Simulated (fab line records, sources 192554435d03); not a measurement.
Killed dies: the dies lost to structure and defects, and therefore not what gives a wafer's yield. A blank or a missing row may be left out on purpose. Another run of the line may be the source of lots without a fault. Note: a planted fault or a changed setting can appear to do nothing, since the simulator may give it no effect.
Lot-split experiment	flow n5 finfet	21 wafers read from 7 lots, route of 1938 steps

== THE SPLIT ==
At N5_FIN_SAQP_PEB_14 (peb time 60 s), the setting peb time s was moved away from the recipe's 60 s on 7 of the 21 wafers read, by -15.9% to +18.5%. This setting was run at the recipe's value on the other wafers.

== FROM THE SPLIT ON TO THE READING: in between, the file shows 1 step ==
- N5_FIN_SAQP_DEVELOP_15: develop time 30 s

== THE READING ==
Shown in nm: cd nm at N5_FIN_SAQP_CD_MEAS_16, with target cd 35.6 nm. A value of 35.6 nm with a standard deviation of 0.33 nm is what fault-free wafers of this fab line usually give.

wafer	tool, chamber at the split	peb time s as run, s	against the recipe	cd nm, nm	against lot-mates on the recipe
L074.1	litho track-05, 0	69.73	+16.2%	33.5	-2.3
L074.2	litho track-05, 0	60	recipe	35.8	-
L074.5	litho track-05, 0	69.73	+16.2%	33.9	-1.9
L076.1	litho track-04, 0	67.65	+12.8%	33.6	-2.6
L076.4	litho track-04, 0	67.65	+12.8%	34.4	-1.8
L076.5	litho track-04, 0	60	recipe	36.2	-
L079.2	litho track-04, 0	60	recipe	35.2	-
L079.3	litho track-04, 0	60	recipe	35.6	-
L079.5	litho track-04, 0	60	recipe	35.8	-
L086.2	litho track-04, 0	71.09	+18.5%	33.1	-2.4
L086.3	litho track-04, 0	60	recipe	35.5	-
L086.5	litho track-04, 0	71.09	+18.5%	32.9	-2.6
L087.1	litho track-04, 0	60	recipe	35.2	-
L087.2	litho track-04, 0	60	recipe	35.9	-
L087.6	litho track-04, 0	60	recipe	35.8	-
L090.3	litho track-05, 0	60	recipe	36.1	-
L090.5	litho track-05, 0	60	recipe	35.7	-
L090.6	litho track-05, 0	60	recipe	35.8	-
L094.1	litho track-01, 0	60	recipe	34.9	-
L094.3	litho track-01, 0	50.43	-15.9%	38.2	+3.2
L094.6	litho track-01, 0	60	recipe	35.0	-

THE FIT
A straight line over all 21 wafers: cd nm changes by -0.137 nm for each +1% of peb time s; r = -0.95; the points scatter about the line by 0.39 nm.
The same after taking each lot's own level away (the mean of its wafers on the recipe; 21 wafers): -0.154 nm for each +1%; r = -0.97; scatter 0.33 nm.
Per that fit: largest peb time s move, reading shift of 2.8 nm.
From 34.95 to 36.20 nm: that is the span of the lots' own levels, equal to 3.8 times the standard deviation above.
So the lot-to-lot level changes the slope: the two fits differ.
Check: with one of the wafers moved furthest among these (+18.5%) left out of the fit, the line predicts -2.84 nm for it against its lot-mates. Against them it came out at -2.4 nm.

== ADDITIONAL SPLITS CARRIED BY THESE WAFERS ==
These wafers also went through other splits before the reading. Each is held against what the fit with the lots' levels taken away leaves over:
other split on the same wafers	wafers away from the commonest value	r with cd nm (lot level and that fit taken away)
N5_ZERO_LAYER_PECVD_02 time s	7	-0.12
N5_ZERO_LAYER_EXPOSE_08 dose mj	6	-0.35
N5_PMOS_HMC_CHANNEL_EPI_PEB_07 peb temp c	6	+0.07
N5_PMOS_HMC_CHANNEL_EPI_DEVELOP_08 develop time s	3	+0.15
N5_FIN_SAQP_PECVD_48 time s	3	+0.21

== FILE'S OWN FIT ==
cd nm changes by -0.155 nm for each +1% of peb time s, r = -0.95.
